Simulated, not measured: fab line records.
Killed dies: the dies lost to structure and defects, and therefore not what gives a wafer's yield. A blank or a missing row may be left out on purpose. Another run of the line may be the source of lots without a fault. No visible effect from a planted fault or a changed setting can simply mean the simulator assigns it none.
Lot-split experiment || flow n5Finfet || 7 lots, 39 wafers read, on a route of 1938 steps

ABOUT THE SPLIT
At N5_MIM_TOP_SPUTTER_03 (material TiN, target thk 35 nm, time 89.7 s), the setting targetThkA was moved away from the recipe's 350 angstrom on 12 of the 39 wafers read, by -48.1% to +48.4%. For the rest of the wafers, this setting stayed at what the recipe calls for.

The split's own step is where the reading is taken.

THE READING
TiN_of_MIM_TOP_SPUTTER_03.thkNm (the simulator's own value, which no gauge read), in nm, at N5_MIM_TOP_SPUTTER_03 (material TiN, target thk 35 nm, time 89.7 s). The file does not state a usual value for it. Average 34.7 nm, standard deviation 0.2 nm, over the 27 wafers here run with the recipe.

{"wafer": "L076.1", "tool, chamber at the split": "pvdSputter-03, -", "targetThkA as run, angstrom": 519.4, "against the recipe": "+48.4%", "TiN_of_MIM_TOP_SPUTTER_03.thkNm, nm": 52, "against lot-mates on the recipe": "+17.2"}
{"wafer": "L076.2", "tool, chamber at the split": "pvdSputter-03, -", "targetThkA as run, angstrom": 350, "against the recipe": "recipe", "TiN_of_MIM_TOP_SPUTTER_03.thkNm, nm": 35, "against lot-mates on the recipe": "-"}
{"wafer": "L076.3", "tool, chamber at the split": "pvdSputter-03, -", "targetThkA as run, angstrom": 350, "against the recipe": "recipe", "TiN_of_MIM_TOP_SPUTTER_03.thkNm, nm": 34.6, "against lot-mates on the recipe": "-"}
{"wafer": "L076.4", "tool, chamber at the split": "pvdSputter-03, -", "targetThkA as run, angstrom": 519.4, "against the recipe": "+48.4%", "TiN_of_MIM_TOP_SPUTTER_03.thkNm, nm": 51.8, "against lot-mates on the recipe": "+17.0"}
{"wafer": "L076.5", "tool, chamber at the split": "pvdSputter-03, -", "targetThkA as run, angstrom": 519.4, "against the recipe": "+48.4%", "TiN_of_MIM_TOP_SPUTTER_03.thkNm, nm": 51.4, "against lot-mates on the recipe": "+16.6"}
{"wafer": "L076.6", "tool, chamber at the split": "pvdSputter-03, -", "targetThkA as run, angstrom": 350, "against the recipe": "recipe", "TiN_of_MIM_TOP_SPUTTER_03.thkNm, nm": 34.8, "against lot-mates on the recipe": "-"}
{"wafer": "L078.1", "tool, chamber at the split": "pvdSputter-02, -", "targetThkA as run, angstrom": 350, "against the recipe": "recipe", "TiN_of_MIM_TOP_SPUTTER_03.thkNm, nm": 34.8, "against lot-mates on the recipe": "-"}
{"wafer": "L078.2", "tool, chamber at the split": "pvdSputter-02, -", "targetThkA as run, angstrom": 350, "against the recipe": "recipe", "TiN_of_MIM_TOP_SPUTTER_03.thkNm, nm": 34.8, "against lot-mates on the recipe": "-"}
{"wafer": "L078.6", "tool, chamber at the split": "pvdSputter-02, -", "targetThkA as run, angstrom": 350, "against the recipe": "recipe", "TiN_of_MIM_TOP_SPUTTER_03.thkNm, nm": 34.8, "against lot-mates on the recipe": "-"}
{"wafer": "L078.3", "tool, chamber at the split": "pvdSputter-02, -", "targetThkA as run, angstrom": 470.5, "against the recipe": "+34.4%", "TiN_of_MIM_TOP_SPUTTER_03.thkNm, nm": 47, "against lot-mates on the recipe": "+12.2"}
{"wafer": "L078.4", "tool, chamber at the split": "pvdSputter-02, -", "targetThkA as run, angstrom": 470.5, "against the recipe": "+34.4%", "TiN_of_MIM_TOP_SPUTTER_03.thkNm, nm": 47, "against lot-mates on the recipe": "+12.2"}
{"wafer": "L078.5", "tool, chamber at the split": "pvdSputter-02, -", "targetThkA as run, angstrom": 470.5, "against the recipe": "+34.4%", "TiN_of_MIM_TOP_SPUTTER_03.thkNm, nm": 47, "against lot-mates on the recipe": "+12.2"}
{"wafer": "L079.1", "tool, chamber at the split": "pvdSputter-02, -", "targetThkA as run, angstrom": 181.5, "against the recipe": "-48.1%", "TiN_of_MIM_TOP_SPUTTER_03.thkNm, nm": 18, "against lot-mates on the recipe": -16.8}
{"wafer": "L079.3", "tool, chamber at the split": "pvdSputter-02, -", "targetThkA as run, angstrom": 181.5, "against the recipe": "-48.1%", "TiN_of_MIM_TOP_SPUTTER_03.thkNm, nm": 18, "against lot-mates on the recipe": -16.8}
{"wafer": "L079.2", "tool, chamber at the split": "pvdSputter-02, -", "targetThkA as run, angstrom": 181.5, "against the recipe": "-48.1%", "TiN_of_MIM_TOP_SPUTTER_03.thkNm, nm": 17.8, "against lot-mates on the recipe": -17.0}
{"wafer": "L079.4", "tool, chamber at the split": "pvdSputter-02, -", "targetThkA as run, angstrom": 350, "against the recipe": "recipe", "TiN_of_MIM_TOP_SPUTTER_03.thkNm, nm": 34.8, "against lot-mates on the recipe": "-"}
{"wafer": "L079.5", "tool, chamber at the split": "pvdSputter-02, -", "targetThkA as run, angstrom": 350, "against the recipe": "recipe", "TiN_of_MIM_TOP_SPUTTER_03.thkNm, nm": 34.8, "against lot-mates on the recipe": "-"}
{"wafer": "L079.6", "tool, chamber at the split": "pvdSputter-02, -", "targetThkA as run, angstrom": 350, "against the recipe": "recipe", "TiN_of_MIM_TOP_SPUTTER_03.thkNm, nm": 34.8, "against lot-mates on the recipe": "-"}
{"wafer": "L082.1", "tool, chamber at the split": "pvdSputter-02, -", "targetThkA as run, angstrom": 350, "against the recipe": "recipe", "TiN_of_MIM_TOP_SPUTTER_03.thkNm, nm": 34.6, "against lot-mates on the recipe": "-"}
{"wafer": "L082.3", "tool, chamber at the split": "pvdSputter-02, -", "targetThkA as run, angstrom": 350, "against the recipe": "recipe", "TiN_of_MIM_TOP_SPUTTER_03.thkNm, nm": 34.6, "against lot-mates on the recipe": "-"}
{"wafer": "L082.6", "tool, chamber at the split": "pvdSputter-02, -", "targetThkA as run, angstrom": 350, "against the recipe": "recipe", "TiN_of_MIM_TOP_SPUTTER_03.thkNm, nm": 34.6, "against lot-mates on the recipe": "-"}
{"wafer": "L082.2", "tool, chamber at the split": "pvdSputter-02, -", "targetThkA as run, angstrom": 350, "against the recipe": "recipe", "TiN_of_MIM_TOP_SPUTTER_03.thkNm, nm": 34.8, "against lot-mates on the recipe": "-"}
{"wafer": "L082.4", "tool, chamber at the split": "pvdSputter-02, -", "targetThkA as run, angstrom": 350, "against the recipe": "recipe", "TiN_of_MIM_TOP_SPUTTER_03.thkNm, nm": 34.8, "against lot-mates on the recipe": "-"}
{"wafer": "L082.5", "tool, chamber at the split": "pvdSputter-02, -", "targetThkA as run, angstrom": 350, "against the recipe": "recipe", "TiN_of_MIM_TOP_SPUTTER_03.thkNm, nm": 34.4, "against lot-mates on the recipe": "-"}
{"wafer": "L089.2", "tool, chamber at the split": "pvdSputter-03, -", "targetThkA as run, angstrom": 350, "against the recipe": "recipe", "TiN_of_MIM_TOP_SPUTTER_03.thkNm, nm": 34.8, "against lot-mates on the recipe": "-"}
{"wafer": "L089.3", "tool, chamber at the split": "pvdSputter-03, -", "targetThkA as run, angstrom": 350, "against the recipe": "recipe", "TiN_of_MIM_TOP_SPUTTER_03.thkNm, nm": 34.8, "against lot-mates on the recipe": "-"}
{"wafer": "L089.6", "tool, chamber at the split": "pvdSputter-03, -", "targetThkA as run, angstrom": 350, "against the recipe": "recipe", "TiN_of_MIM_TOP_SPUTTER_03.thkNm, nm": 34.2, "against lot-mates on the recipe": "-"}
{"wafer": "L091.1", "tool, chamber at the split": "pvdSputter-02, -", "targetThkA as run, angstrom": 350, "against the recipe": "recipe", "TiN_of_MIM_TOP_SPUTTER_03.thkNm, nm": 34.4, "against lot-mates on the recipe": "-"}
{"wafer": "L091.2", "tool, chamber at the split": "pvdSputter-02, -", "targetThkA as run, angstrom": 447.5, "against the recipe": "+27.9%", "TiN_of_MIM_TOP_SPUTTER_03.thkNm, nm": 44.4, "against lot-mates on the recipe": "+9.5"}
{"wafer": "L091.3", "tool, chamber at the split": "pvdSputter-02, -", "targetThkA as run, angstrom": 447.5, "against the recipe": "+27.9%", "TiN_of_MIM_TOP_SPUTTER_03.thkNm, nm": 44.6, "against lot-mates on the recipe": "+9.7"}
{"wafer": "L091.4", "tool, chamber at the split": "pvdSputter-02, -", "targetThkA as run, angstrom": 350, "against the recipe": "recipe", "TiN_of_MIM_TOP_SPUTTER_03.thkNm, nm": 35, "against lot-mates on the recipe": "-"}
{"wafer": "L091.5", "tool, chamber at the split": "pvdSputter-02, -", "targetThkA as run, angstrom": 350, "against the recipe": "recipe", "TiN_of_MIM_TOP_SPUTTER_03.thkNm, nm": 35.2, "against lot-mates on the recipe": "-"}
{"wafer": "L091.6", "tool, chamber at the split": "pvdSputter-02, -", "targetThkA as run, angstrom": 447.5, "against the recipe": "+27.9%", "TiN_of_MIM_TOP_SPUTTER_03.thkNm, nm": 44.2, "against lot-mates on the recipe": "+9.3"}
{"wafer": "L092.1", "tool, chamber at the split": "pvdSputter-01, -", "targetThkA as run, angstrom": 350, "against the recipe": "recipe", "TiN_of_MIM_TOP_SPUTTER_03.thkNm, nm": 34.6, "against lot-mates on the recipe": "-"}
{"wafer": "L092.2", "tool, chamber at the split": "pvdSputter-01, -", "targetThkA as run, angstrom": 350, "against the recipe": "recipe", "TiN_of_MIM_TOP_SPUTTER_03.thkNm, nm": 34.6, "against lot-mates on the recipe": "-"}
{"wafer": "L092.5", "tool, chamber at the split": "pvdSputter-01, -", "targetThkA as run, angstrom": 350, "against the recipe": "recipe", "TiN_of_MIM_TOP_SPUTTER_03.thkNm, nm": 34.6, "against lot-mates on the recipe": "-"}
{"wafer": "L092.6", "tool, chamber at the split": "pvdSputter-01, -", "targetThkA as run, angstrom": 350, "against the recipe": "recipe", "TiN_of_MIM_TOP_SPUTTER_03.thkNm, nm": 34.6, "against lot-mates on the recipe": "-"}
{"wafer": "L092.3", "tool, chamber at the split": "pvdSputter-01, -", "targetThkA as run, angstrom": 350, "against the recipe": "recipe", "TiN_of_MIM_TOP_SPUTTER_03.thkNm, nm": 34.8, "against lot-mates on the recipe": "-"}
{"wafer": "L092.4", "tool, chamber at the split": "pvdSputter-01, -", "targetThkA as run, angstrom": 350, "against the recipe": "recipe", "TiN_of_MIM_TOP_SPUTTER_03.thkNm, nm": 34.8, "against lot-mates on the recipe": "-"}

FIT RESULTS
A straight line over all 39 wafers: TiN_of_MIM_TOP_SPUTTER_03.thkNm changes by +0.351 nm for each +1% of targetThkA; r = +1.00; the points scatter about the line by 0.2 nm.
The same after taking each lot's own level away (the mean of its wafers on the recipe; 39 wafers): +0.35 nm for each +1%; r = +1.00; scatter 0.19 nm.
That fit puts the effect of the largest move of targetThkA on the reading at 17 nm.
The lots' own levels span 34.60 to 34.87 nm, that is 1.3 times the standard deviation above.
Consequently the slope shifts little with the lot-to-lot level, the two slopes agreeing.
Check: +16.9 nm against its lot-mates is what the line predicts for one of the wafers moved furthest among these (+48.4%) when that wafer is left out of the fit. Against them it came out at +17.2 nm.

FURTHER SPLITS ON THESE WAFERS
Other splits were also applied to these wafers ahead of the reading. Each is held against what the fit with the lots' levels taken away leaves over:
{"other split on the same wafers": "N5_BEOL_M14_SPUTTER_43 targetThkA", "wafers away from the commonest value": 12, "r with TiN_of_MIM_TOP_SPUTTER_03.thkNm (lot level and that fit taken away)": -0.10}

THE FILE'S OWN FIT
TiN_of_MIM_TOP_SPUTTER_03.thkNm changes by +0.35 nm for each +1% of targetThkA, r = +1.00.
